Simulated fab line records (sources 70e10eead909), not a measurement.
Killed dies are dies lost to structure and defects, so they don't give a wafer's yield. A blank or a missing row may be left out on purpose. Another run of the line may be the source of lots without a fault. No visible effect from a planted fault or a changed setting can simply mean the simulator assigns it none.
fab line records + flow nand_harc
record
- lots=13
- wafers=39
- last_day=25
route steps=1159 shown P_BONDPAD@371 A_START@389 A_ONON_D1@424 END@1159
lots that met no fault: from a run of the same line without faults
start_h: start of the lot's first displayed wafer, in hours after the record's first day + wait_h: time in hours since the lot's previous step + " same as the row above + L1.1+2: a single row standing in for several wafers + - no value present, or no start provided + * or withheld: withheld + < > ~ a bound
route shown NAME@n: NAME is a module with steps in the file, n the number in the route of the first one + usual: average and standard deviation across the fault-free wafers + same: alike in all rows + chamber/n: place in a boat + sites: the reading at each site + _std_site: their standard deviation + _edge_site: inner sites' mean taken away from outer sites' mean + radius_mm: how far each site lies from the wafer's centre + mask NAME#n: copy n + behind: the tool/chamber that last shaped the wafer + hold: cause of the lot's hold/its duration in hours/its outcome + device: which transistor (n, p or np) failed to switch + end of line: the route-end tests of the same wafers + for a step that has no rows: nothing shown but its recipe + killed: not the wafer's yield, but the dies lost to structure and defects at the first sort + map: a wafer's dies, x killed, . not, _ none there
set.NAME: setting as actually run; set.NAME@STEP: the setting as run at that earlier step + model.NAME: the simulator's own value behind a step, which no gauge read
route steps across a sampled set of lots; one table per step, one row per wafer
services: when a tool's chamber went out of use (start_h, in hours from the record's first day, below 0 if earlier), for how many hours, and the reason
## steps
# step NHARC_P_BONDPAD_STRIP_15
# recipe
- o2_flow_sccm=500
- ar_flow_sccm=0
- bias_w=0
- chemistry=O2
# usual
- chamber_pressure_mTorr=60.00/0.055
- drypump_motor_current_A=5.6/0.4
- oes_product_au=1.002/0.011
- rf_vpp_V=57.9/0.94
- showerhead_plenum_p_Torr=3.57/0.17
- throttle_valve_pct=17.037/0.0097
| lot.wafer | tool        | chamber | start_h | wait_h | chamber_pressure_mTorr | drypump_motor_current_A | oes_product_au | rf_hours_counter_h | rf_vpp_V | showerhead_plenum_p_Torr | throttle_valve_pct |
|-----------|-------------|---------|---------|--------|------------------------|-------------------------|----------------|--------------------|----------|--------------------------|--------------------|
| L134.3    | rie_diel-02 | 1       | 126.33  | 0.1    | 60.04                  | 5.5                     | 0.989          | 48                 | 57.6     | 3.46                     | 17.020             |
| L134.4    | "           | 2       | "       | "      | 60.02                  | 6.2                     | 1.017          | 44                 | 58.4     | 3.54                     | 17.040             |
| L134.1    | "           | 0       | "       | "      | 60.08                  | 5.4                     | 1.004          | 46                 | 57.5     | 3.51                     | 17.039             |
| L136.2    | rie_diel-08 | 3       | 140.72  | 0.1    | 59.92                  | 5.6                     | 0.994          | 1                  | 56.7     | 3.54                     | 17.031             |
| L136.3    | "           | 1       | "       | "      | 60.00                  | 5.1                     | 0.996          | 1                  | 56.5     | 3.79                     | 17.049             |
| L136.5    | "           | 2       | "       | "      | 59.98                  | 5.4                     | 1.008          | -                  | 59.2     | 3.44                     | 17.037             |
| L141.2    | rie_diel-04 | 3       | 178.62  | 0.1    | 60.09                  | 6.2                     | 1.010          | 21                 | 57.1     | 3.39                     | 17.041             |
| L141.5    | "           | 2       | "       | "      | 60.02                  | 6.3                     | 1.006          | -                  | 57.6     | 3.29                     | 17.043             |
| L141.6    | "           | 3       | "       | "      | 59.95                  | 6.2                     | 1.009          | -                  | 55.9     | 3.39                     | 17.036             |
| L143.3    | rie_diel-04 | 0       | 189.36  | 0.1    | 60.05                  | 5.8                     | 1.005          | 22                 | 56.8     | 3.34                     | 17.031             |
| L143.1    | "           | 3       | "       | "      | 60.05                  | 6.2                     | 1.011          | 24                 | 57.4     | 3.39                     | 17.039             |
| L143.6    | "           | 0       | "       | "      | 60.11                  | 5.8                     | 1.007          | -                  | 57.5     | 3.34                     | 17.028             |
| L144.2    | rie_diel-08 | 0       | 192.11  | 0.1    | 60.00                  | 5.5                     | 0.988          | 6                  | 57.3     | 3.79                     | 17.040             |
| L144.4    | "           | 1       | "       | "      | 60.11                  | 5.1                     | 0.984          | 6                  | 59.7     | 3.78                     | 17.036             |
| L144.3    | "           | 2       | "       | "      | 60.07                  | 5.4                     | 0.999          | 5                  | 56.3     | 3.43                     | 17.034             |
| L146.4    | rie_diel-02 | 3       | 204.72  | 0.1    | 59.94                  | 5.4                     | 1.016          | 19                 | 57.6     | 3.68                     | 17.034             |
| L146.3    | "           | 0       | "       | "      | 59.83                  | 5.4                     | 1.004          | 17                 | 56.7     | 3.50                     | 17.047             |
| L146.5    | "           | 3       | "       | "      | 59.97                  | 5.4                     | 1.007          | -                  | 56.5     | 3.68                     | 17.038             |
| L145.3    | rie_diel-04 | 1       | 213.30  | 0.1    | 59.99                  | 6.5                     | 1.020          | 30                 | 59.3     | 3.55                     | 17.024             |
| L145.5    | "           | 1       | "       | "      | 59.99                  | 6.5                     | 1.026          | -                  | 57.2     | 3.55                     | 17.025             |
| L145.6    | "           | 2       | "       | "      | 60.02                  | 6.3                     | 1.015          | -                  | 56.2     | 3.28                     | 17.037             |
| L150.3    | rie_diel-08 | 2       | 224.68  | 0.1    | 60.00                  | 5.4                     | 1.009          | 9                  | 56.7     | 3.43                     | 17.048             |
| L150.4    | "           | 1       | "       | "      | 59.98                  | 5.1                     | 0.988          | 9                  | 58.3     | 3.78                     | 17.033             |
| L150.5    | "           | 3       | "       | "      | 60.03                  | 5.6                     | 0.993          | -                  | 57.8     | 3.53                     | 17.033             |
| L149.1    | rie_diel-08 | 1       | 225.54  | 0.1    | 60.05                  | 5.1                     | 0.996          | 9                  | 57.8     | 3.78                     | 17.044             |
| L149.6    | "           | 3       | "       | "      | 60.01                  | 5.6                     | 0.999          | -                  | 57.9     | 3.53                     | 17.055             |
| L149.5    | "           | 0       | "       | "      | 59.88                  | 5.5                     | 1.005          | -                  | 59.5     | 3.78                     | 17.037             |
| L151.2    | rie_diel-08 | 0       | 234.67  | 0.1    | 59.97                  | 5.5                     | 0.993          | 10                 | 56.7     | 3.78                     | 17.031             |
| L151.6    | "           | 3       | "       | "      | 59.94                  | 5.6                     | 0.986          | -                  | 59.3     | 3.53                     | 17.035             |
| L151.5    | "           | 0       | "       | "      | 59.98                  | 5.5                     | 0.987          | -                  | 58.9     | 3.78                     | 17.039             |
| L153.2    | rie_diel-08 | 1       | 240.26  | 0.1    | 60.03                  | 5.1                     | 0.997          | 10                 | 59.0     | 3.78                     | 17.048             |
| L153.3    | "           | 3       | "       | "      | 60.02                  | 5.6                     | 0.998          | 10                 | 59.7     | 3.53                     | 17.072             |
| L153.6    | "           | 1       | "       | "      | 60.00                  | 5.1                     | 1.000          | -                  | 57.3     | 3.78                     | 17.048             |
| L156.4    | rie_diel-04 | 2       | 256.16  | 0.1    | 60.03                  | 6.3                     | 1.001          | 50                 | 57.3     | 3.27                     | 17.038             |
| L156.1    | "           | 3       | "       | "      | 60.09                  | 6.1                     | 0.990          | 50                 | 59.8     | 3.38                     | 17.025             |
| L156.2    | "           | 1       | "       | "      | 59.99                  | 6.6                     | 1.014          | 49                 | 57.7     | 3.54                     | 17.038             |
| L157.4    | rie_diel-08 | 3       | 270.54  | 0.1    | 60.06                  | 5.6                     | 0.991          | 12                 | 57.1     | 3.53                     | 17.046             |
| L157.3    | "           | 0       | "       | "      | 60.00                  | 5.5                     | 0.992          | 13                 | 56.4     | 3.78                     | 17.030             |
| L157.2    | "           | 1       | "       | "      | 60.00                  | 5.1                     | 0.997          | 13                 | 57.2     | 3.78                     | 17.038             |
# step NHARC_P_BONDPAD_PRE_CLEAN_26
# recipe
- time_s=30
- temp_c=280
- gas=H2/He
# usual
- heater_power_w=416/25
- susceptor_temp_C=279.97/0.18
| lot.wafer | tool           | chamber | start_h | wait_h | heater_power_w | susceptor_temp_C |
|-----------|----------------|---------|---------|--------|----------------|------------------|
| L134.3    | pvd_sputter-01 | -       | -       | -      | 441            | 279.96           |
| L134.1    | "              | -       | "       | "      | 366            | 279.60           |
| L134.4    | "              | -       | "       | "      | 436            | 279.96           |
| L136.3    | pvd_sputter-02 | -       | -       | -      | 439            | -                |
| L136.2    | "              | -       | "       | "      | 395            | -                |
| L136.5    | "              | -       | "       | "      | 405            | -                |
| L141.2    | pvd_sputter-02 | -       | -       | -      | 399            | 279.92           |
| L141.5    | "              | -       | "       | "      | 415            | 279.66           |
| L141.6    | "              | -       | "       | "      | 453            | 280.03           |
| L143.3    | pvd_sputter-02 | -       | -       | -      | 401            | 280.31           |
| L143.1    | "              | -       | "       | "      | 458            | 279.90           |
| L143.6    | "              | -       | "       | "      | 392            | 280.30           |
| L144.4    | pvd_sputter-01 | -       | -       | -      | 428            | 279.92           |
| L144.2    | "              | -       | "       | "      | 430            | 279.91           |
| L144.3    | "              | -       | "       | "      | 464            | 279.85           |
| L146.3    | pvd_sputter-03 | -       | -       | -      | 408            | 280.13           |
| L146.4    | "              | -       | "       | "      | 419            | 279.76           |
| L146.5    | "              | -       | "       | "      | 398            | 279.75           |
| L145.3    | pvd_sputter-01 | -       | 214.09  | -      | 439            | 279.79           |
| L145.6    | "              | -       | "       | "      | 383            | 279.98           |
| L145.5    | "              | -       | "       | "      | 471            | 280.02           |
| L150.3    | pvd_sputter-03 | -       | -       | -      | 409            | -                |
| L150.4    | "              | -       | "       | "      | 395            | -                |
| L150.5    | "              | -       | "       | "      | 410            | -                |
| L149.1    | pvd_sputter-03 | -       | -       | -      | 383            | 279.93           |
| L149.5    | "              | -       | "       | "      | 385            | 279.85           |
| L149.6    | "              | -       | "       | "      | 420            | 279.88           |
| L151.2    | pvd_sputter-02 | -       | -       | -      | 424            | -                |
| L151.5    | "              | -       | "       | "      | 390            | -                |
| L151.6    | "              | -       | "       | "      | 427            | -                |
| L153.3    | pvd_sputter-03 | -       | -       | -      | 406            | 279.79           |
| L153.2    | "              | -       | "       | "      | 403            | 280.15           |
| L153.6    | "              | -       | "       | "      | 419            | 279.83           |
| L156.2    | pvd_sputter-01 | -       | -       | -      | 423            | 279.87           |
| L156.4    | "              | -       | "       | "      | 484            | 279.88           |
| L156.1    | "              | -       | "       | "      | 441            | 279.95           |
| L157.4    | pvd_sputter-02 | -       | -       | -      | 412            | 280.16           |
| L157.2    | "              | -       | "       | "      | 434            | 279.79           |
| L157.3    | "              | -       | "       | "      | 398            | 280.16           |
# step NHARC_A_START_INSPECT_01
# usual
- raw_defect_count=3.6/1.9
| lot.wafer | tool              | chamber | start_h | wait_h | raw_defect_count |
|-----------|-------------------|---------|---------|--------|------------------|
| L134.1    | defect_inspect-02 | -       | 129.41  | -      | 2                |
| L134.3    | "                 | -       | "       | "      | 4                |
| L134.4    | "                 | -       | "       | "      | 3                |
| L136.2    | defect_inspect-02 | -       | 143.68  | -      | 3                |
| L136.3    | "                 | -       | "       | "      | 2                |
| L136.5    | "                 | -       | "       | "      | 4                |
| L141.2    | defect_inspect-01 | -       | 181.25  | -      | 4                |
| L141.5    | "                 | -       | "       | "      | 1                |
| L141.6    | "                 | -       | "       | "      | 5                |
| L143.1    | defect_inspect-01 | -       | 192.14  | -      | 5                |
| L143.3    | "                 | -       | "       | "      | 3                |
| L143.6    | "                 | -       | "       | "      | 2                |
| L144.2    | defect_inspect-02 | -       | 194.75  | -      | 10               |
| L144.3    | "                 | -       | "       | "      | 3                |
| L144.4    | "                 | -       | "       | "      | 6                |
| L146.3    | defect_inspect-02 | -       | 207.65  | -      | 1                |
| L146.4    | "                 | -       | "       | "      | 3                |
| L146.5    | "                 | -       | "       | "      | 2                |
| L145.3    | defect_inspect-02 | -       | 216.15  | -      | 3                |
| L145.5    | "                 | -       | "       | "      | 3                |
| L145.6    | "                 | -       | "       | "      | 3                |
| L150.3    | defect_inspect-02 | -       | 227.34  | -      | 3                |
| L150.4    | "                 | -       | "       | "      | 4                |
| L150.5    | "                 | -       | "       | "      | 3                |
| L149.1    | defect_inspect-02 | -       | 228.13  | -      | 4                |
| L149.5    | "                 | -       | "       | "      | 6                |
| L149.6    | "                 | -       | "       | "      | 3                |
| L151.2    | defect_inspect-01 | -       | 237.29  | -      | 3                |
| L151.5    | "                 | -       | "       | "      | 4                |
| L151.6    | "                 | -       | "       | "      | 4                |
| L153.2    | defect_inspect-02 | -       | 242.89  | -      | 2                |
| L153.3    | "                 | -       | "       | "      | 5                |
| L153.6    | "                 | -       | "       | "      | 5                |
| L156.1    | defect_inspect-02 | -       | 258.82  | -      | 1                |
| L156.2    | "                 | -       | "       | "      | 2                |
| L156.4    | "                 | -       | "       | "      | 3                |
| L157.2    | defect_inspect-01 | -       | 273.17  | -      | 1                |
| L157.3    | "                 | -       | "       | "      | 6                |
| L157.4    | "                 | -       | "       | "      | 2                |
# step NHARC_A_ONON_D1_DEP_00
# recipe
- target_thk_a=10000
- n2_flow_sccm=2750
- n2o_flow_sccm=2000
- nh3_flow_sccm=500
- sih4_flow_sccm=210
- temp_c=400
# usual
- susceptor_temp_C=400.04/0.23
| lot.wafer | tool          | chamber | start_h | wait_h | susceptor_temp_C |
|-----------|---------------|---------|---------|--------|------------------|
| L134.1    | pecvd_onon-02 | 0       | 152.82  | 0.1    | 399.93           |
| L134.3    | "             | 0       | "       | "      | 399.93           |
| L134.4    | "             | 0       | "       | "      | 400.52           |
| L136.2    | pecvd_onon-02 | 0       | 165.01  | 0.1    | 399.85           |
| L136.3    | "             | 0       | "       | "      | 400.05           |
| L136.5    | "             | 0       | "       | "      | 399.77           |
| L141.2    | pecvd_onon-03 | 0       | 205.75  | 0.1    | 399.61           |
| L141.5    | "             | 0       | "       | "      | 400.06           |
| L141.6    | "             | 0       | "       | "      | 399.99           |
| L143.1    | pecvd_onon-01 | 0       | 218.30  | 0.1    | 400.20           |
| L143.3    | "             | 0       | "       | "      | 400.36           |
| L143.6    | "             | 0       | "       | "      | 400.30           |
| L144.2    | pecvd_onon-02 | 0       | 218.36  | 0.1    | 400.16           |
| L144.3    | "             | 0       | "       | "      | 400.32           |
| L144.4    | "             | 0       | "       | "      | 400.33           |
| L146.3    | pecvd_onon-03 | 0       | 233.32  | 0.2    | 400.05           |
| L146.4    | "             | 0       | "       | "      | 399.85           |
| L146.5    | "             | 0       | "       | "      | 399.83           |
| L145.3    | pecvd_onon-02 | 0       | 240.97  | 0.2    | 400.11           |
| L145.5    | "             | 0       | "       | "      | 400.10           |
| L145.6    | "             | 0       | "       | "      | 400.31           |
| L149.1    | pecvd_onon-01 | 0       | 251.71  | 0.1    | 400.30           |
| L149.5    | "             | 0       | "       | "      | 399.93           |
| L149.6    | "             | 0       | "       | "      | 400.53           |
| L150.3    | pecvd_onon-03 | 0       | 251.83  | 0.2    | 400.27           |
| L150.4    | "             | 0       | "       | "      | 400.13           |
| L150.5    | "             | 0       | "       | "      | 400.26           |
| L151.2    | pecvd_onon-01 | 0       | 259.99  | 0.1    | 400.12           |
| L151.5    | "             | 0       | "       | "      | 399.84           |
| L151.6    | "             | 0       | "       | "      | 400.15           |
| L153.2    | pecvd_onon-03 | 0       | 266.04  | 0.1    | 399.86           |
| L153.3    | "             | 0       | "       | "      | 399.93           |
| L153.6    | "             | 0       | "       | "      | 400.22           |
| L156.1    | pecvd_onon-03 | 0       | 283.04  | 0.1    | 400.25           |
| L156.2    | "             | 0       | "       | "      | 399.90           |
| L156.4    | "             | 0       | "       | "      | 399.96           |
| L157.2    | pecvd_onon-03 | 0       | 299.27  | 0.1    | 400.14           |
| L157.3    | "             | 0       | "       | "      | 400.11           |
| L157.4    | "             | 0       | "       | "      | 399.99           |
# step NHARC_A_ONON_D1_THK_MEAS_02
# recipe
- thk_meas_gauge=ellipsometry
# usual
- thk_nm=997/8.2
| lot.wafer | tool          | chamber | start_h | wait_h | thk_nm |
|-----------|---------------|---------|---------|--------|--------|
| L134.1    | film_metro-02 | -       | 153.33  | -      | 992    |
| L134.3    | "             | -       | "       | "      | 993    |
| L134.4    | "             | -       | "       | "      | 992    |
| L136.2    | film_metro-01 | -       | 165.46  | -      | 998    |
| L136.3    | "             | -       | "       | "      | 998    |
| L136.5    | "             | -       | "       | "      | 999    |
| L141.2    | film_metro-02 | -       | 206.20  | -      | 997    |
| L141.5    | "             | -       | "       | "      | 996    |
| L141.6    | "             | -       | "       | "      | 998    |
| L144.2    | film_metro-02 | -       | 218.81  | -      | 1418   |
| L144.3    | "             | -       | "       | "      | 1418   |
| L144.4    | "             | -       | "       | "      | 1416   |
| L143.1    | film_metro-01 | -       | 218.81  | -      | 986    |
| L143.3    | "             | -       | "       | "      | 986    |
| L143.6    | "             | -       | "       | "      | 986    |
| L146.3    | film_metro-02 | -       | 233.71  | -      | 995    |
| L146.4    | "             | -       | "       | "      | 995    |
| L146.5    | "             | -       | "       | "      | 993    |
| L145.3    | film_metro-02 | -       | 241.37  | -      | 1422   |
| L145.5    | "             | -       | "       | "      | 1424   |
| L145.6    | "             | -       | "       | "      | 1423   |
| L149.1    | film_metro-02 | -       | 252.22  | -      | 1007   |
| L149.5    | "             | -       | "       | "      | 1006   |
| L149.6    | "             | -       | "       | "      | 1007   |
| L150.3    | film_metro-01 | -       | 252.23  | -      | 990    |
| L150.4    | "             | -       | "       | "      | 991    |
| L150.5    | "             | -       | "       | "      | 990    |
| L151.2    | film_metro-01 | -       | 260.45  | -      | 1007   |
| L151.5    | "             | -       | "       | "      | 1008   |
| L151.6    | "             | -       | "       | "      | 1006   |
| L153.2    | film_metro-01 | -       | 266.50  | -      | 995    |
| L153.3    | "             | -       | "       | "      | 995    |
| L153.6    | "             | -       | "       | "      | 996    |
| L156.1    | film_metro-02 | -       | 283.55  | -      | 987    |
| L156.2    | "             | -       | "       | "      | 986    |
| L156.4    | "             | -       | "       | "      | 986    |
| L157.2    | film_metro-02 | -       | 299.72  | -      | 987    |
| L157.3    | "             | -       | "       | "      | 987    |
| L157.4    | "             | -       | "       | "      | 987    |
# step NHARC_END_SORT_01
# recipe
- temp_c=25
# usual
- killed_at_array=25/9.2
- killed_at_other=0.8/1.2
- killed_at_periphery=3.9/2.6
- killed_dies=30/9.7
- killed_open=3.4/1.9
- killed_short=2.0/1.4
# same
- gross_dies=677
| lot.wafer | tool      | chamber | start_h | wait_h | killed_at_array | killed_at_other | killed_at_periphery | killed_dies | killed_open | killed_short |
|-----------|-----------|---------|---------|--------|-----------------|-----------------|---------------------|-------------|-------------|--------------|
| L144.2    | prober-02 | 0       | 499.83  | 2.8    | 674             | 1               | 2                   | 677         | 1           | 1            |
| L144.3    | prober-02 | 0       | 500.63  | 3.1    | 674             | 1               | 2                   | 677         | 3           | 4            |
| L144.4    | prober-02 | 0       | 501.43  | 3.4    | 671             | 0               | 6                   | 677         | 6           | 3            |
| L145.5    | prober-02 | 0       | 520.73  | 3.7    | 673             | 2               | 2                   | 677         | 4           | 5            |
# killed by level:class
L144.2 A_ONON_D1:area_dep=646 A_SLIT:chamber_film_flake=11 A_STAIRCASE:chamber_film_flake=6 A_CONTACT:chamber_film_flake=4 A_CHANNEL_HOLE_D1:chamber_film_flake=3 A_WL_FILL:chamber_film_flake=3 P_M0:geometric_particle:open=1 A_WL_FILL:geometric_particle:short=1
L144.3 A_ONON_D1:area_dep=649 A_SLIT:chamber_film_flake=7 A_STAIRCASE:chamber_film_flake=6 A_CONTACT:chamber_film_flake=4 A_CHANNEL_HOLE_D1:chamber_film_flake=3 A_WL_FILL:geometric_particle:open=2 P_GATE:geometric_particle:short=1 P_GATE:geometric_particle:open=1
L144.4 A_ONON_D1:area_dep=631 A_STAIRCASE:chamber_film_flake=14 A_SLIT:chamber_film_flake=10 A_CONTACT:chamber_film_flake=5 A_WL_FILL:geometric_particle:open=2 P_STI:chamber_film_flake=2 P_M0:chamber_film_flake=2 A_WL_FILL:chamber_film_flake=2
L145.5 A_ONON_D1:area_dep=640 A_SLIT:chamber_film_flake=12 A_CHANNEL_HOLE_D1:chamber_film_flake=8 A_CONTACT:geometric_particle:open=3 A_CONTACT:chamber_film_flake=3 A_CHANNEL_FILL_D1:geometric_particle:short=2 HYBRID_BOND:chamber_film_flake=2 P_STI:geometric_particle:short=1
## services
| tool           | chamber | start_h | hours | kind       |
|----------------|---------|---------|-------|------------|
| rie_diel-08    | 0       | 104.00  | -     | clean      |
| rie_diel-08    | 1       | 104.00  | -     | clean      |
| rie_diel-08    | 2       | 104.00  | -     | clean      |
| rie_diel-08    | 3       | 104.00  | -     | clean      |
| rie_diel-02    | 2       | 106.45  | 13.1  | repair     |
| pvd_sputter-03 | -       | 107.59  | 2.1   | repair     |
| pecvd_onon-02  | -       | 111.10  | 13.0  | pm         |
| rie_diel-04    | -       | 112.99  | 9.0   | pm         |
| rie_diel-08    | -       | 124.97  | 9.0   | pm         |
| rie_diel-08    | 0       | 124.97  | 9.0   | vent_cycle |
| rie_diel-08    | 1       | 124.97  | 9.0   | vent_cycle |
| rie_diel-08    | 2       | 124.97  | 9.0   | vent_cycle |
| rie_diel-08    | 3       | 124.97  | 9.0   | vent_cycle |
| rie_diel-08    | 0       | 133.97  | -     | clean      |
| rie_diel-08    | 1       | 133.97  | -     | clean      |
| rie_diel-08    | 2       | 133.97  | -     | clean      |
| rie_diel-02    | -       | 150.91  | 9.0   | pm         |
| pecvd_onon-03  | -       | 153.00  | 13.0  | pm         |
| rie_diel-08    | 3       | 153.53  | 1.5   | repair     |
| pvd_sputter-01 | -       | 158.00  | 10.0  | pm         |
| pecvd_onon-01  | -       | 195.00  | 13.0  | pm         |
| pvd_sputter-01 | -       | 247.25  | 2.6   | repair     |
| pvd_sputter-03 | -       | 280.05  | 10.0  | pm         |
| pecvd_onon-02  | -       | 292.10  | 13.0  | pm         |
## key
first_sign
- step=NHARC_A_ONON_D1_THK_MEAS_02
- reading=thk_nm
- direction=up
- sigmas=52
- usual=997
- struck=1420
effect
- step=NHARC_END_SORT_01
- reading=killed_at_array
- direction=up
- sigmas=70
- usual=25
- struck=673
more_kills_born_at
- NHARC_A_ONON_D1_DEP_00@pecvd_onon-02=2566
met_at NHARC_A_ONON_D1_DEP_00
struck_lots L144,L145
rows_end L145.3,L145.6
later_rows_left_out L144.2,L144.3,L144.4,L145.5
tester_left_out L144,L145
not_acting_at NHARC_P_BONDPAD_STRIP_15,NHARC_P_BONDPAD_PRE_CLEAN_26,NHARC_A_START_INSPECT_01
onset_between 165.01 218.36
fault
- kind=process_parameter_drift
- tool=pecvd_onon-02
- chamber=-
- onset_h=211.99
- steps=NHARC_A_ONON_D1_DEP_00
- channel=target_thk_a
- offset=*
- shape=step
- acts_in=*
- stated=*
# tester_left_out: of these lots the tester's yield and bins aren't shown, on N5 and GAA mostly nor the transistor test; their killed dies are dies lost to structure and defects alone, not to doping, threshold or leakage, so they don't give the yield
# later_rows_left_out: the simulator's readings of these wafers behind a module that went badly wrong aren't trusted and aren't shown, but for the sort
# rows_end: these wafers met a further fault down the route, and their rows from its step on are left out
